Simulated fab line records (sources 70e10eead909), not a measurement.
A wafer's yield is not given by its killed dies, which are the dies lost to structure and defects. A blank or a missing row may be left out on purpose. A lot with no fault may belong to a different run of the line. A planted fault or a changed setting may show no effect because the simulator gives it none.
Chamber matching | flow nand_harc | NHARC_A_STAIRCASE_DESCUM_443 on rie_diel-13 has 4 sister chambers
The step chemistry O2, time 3 s. 16 wafers are shown with their chamber, then 8 later ones without.

## EACH WAFER AND ITS CHAMBER
wafer  | chamber | showerhead_plenum_p_Torr (Torr) | oes_product_au (a.u.) | o2_flow_sccm (sccm)
L075.1 | 0       | 1.92                            | 0.984                 | 199.3
L075.3 | 2       | 1.92                            | 0.984                 | 200.7
L075.4 | 0       | 1.92                            | 0.994                 | 199.1
L078.2 | 0       | 1.92                            | 0.997                 | 199.9
L078.4 | 2       | 1.92                            | 0.986                 | 199.8
L078.5 | 3       | 1.82                            | 0.984                 | 200.4
L080.1 | 2       | 1.92                            | 1.001                 | 200.0
L080.4 | 0       | 1.92                            | 1.003                 | 200.1
L080.5 | 1       | 1.77                            | 1.010                 | 199.8
L083.1 | 2       | 1.91                            | 1.006                 | 200.5
L083.4 | 0       | 1.91                            | 0.998                 | 199.7
L083.5 | 3       | 1.82                            | 0.998                 | 200.2
L086.2 | 2       | 1.91                            | 1.001                 | 201.0
L086.4 | 0       | 1.91                            | 1.003                 | 199.7
L086.5 | 2       | 1.91                            | 1.007                 | 199.2
L090.2 | 1       | 2.07                            | 1.003                 | 200.7

SIGNATURES (means of the wafers above)
reading                  | chamber 0 | chamber 1 | chamber 2 | chamber 3 | scatter within a chamber
showerhead_plenum_p_Torr | 1.9167    | 1.9200    | 1.9150    | 1.8200    | 0.0614
oes_product_au           | 0.99650   | 1.00650   | 0.99750   | 0.99100   | 0.00853
o2_flow_sccm             | 199.633   | 200.250   | 200.200   | 200.300   | 0.524
Rule: distance of a wafer from a chamber = root of the sum over the readings of ((wafer's reading minus chamber's mean) / reading's scatter) squared. If the next closest chamber is less than 2 further off than the closest, the wafer can't be placed; otherwise it belongs to the closest. How the scatter is found: for the shown wafers, subtract from each reading the mean of its chamber, square and add these, divide the total by (wafers less chambers), then take the root.

## WAFERS WITHOUT THEIR CHAMBER
wafer  | showerhead_plenum_p_Torr (Torr) | oes_product_au (a.u.) | o2_flow_sccm (sccm)
L090.4 | 1.91                            | 1.007                 | 199.9
L090.5 | 1.81                            | 0.992                 | 200.1
L089.4 | 2.07                            | 1.000                 | 200.4
L089.5 | 1.91                            | 0.995                 | 199.6
L089.6 | 1.81                            | 0.991                 | 198.2
L094.2 | 1.90                            | 1.005                 | 200.4
L094.4 | 1.90                            | 1.001                 | 200.8
L094.6 | 2.07                            | 1.005                 | 199.8

## EACH ONE'S CHAMBER
wafer  | from the rows above               | in truth
L090.4 | can't be placed: 1 or 2 or 0 or 3 | 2
L090.5 | can't be placed: 3 or 2 or 0      | 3
L089.4 | can't be placed: 2 or 1 or 0 or 3 | 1
L089.5 | can't be placed: 0 or 2 or 1 or 3 | 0
L089.6 | can't be placed: 0 or 3 or 2 or 1 | 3
L094.2 | can't be placed: 1 or 2 or 0 or 3 | 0
L094.4 | can't be placed: 2 or 1 or 3 or 0 | 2
L094.6 | can't be placed: 1 or 0 or 2 or 3 | 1
Correctly placed: 0 of 8. These rows do not allow placing 8 (true chamber among the candidates in 8). Wrongly placed: 0.
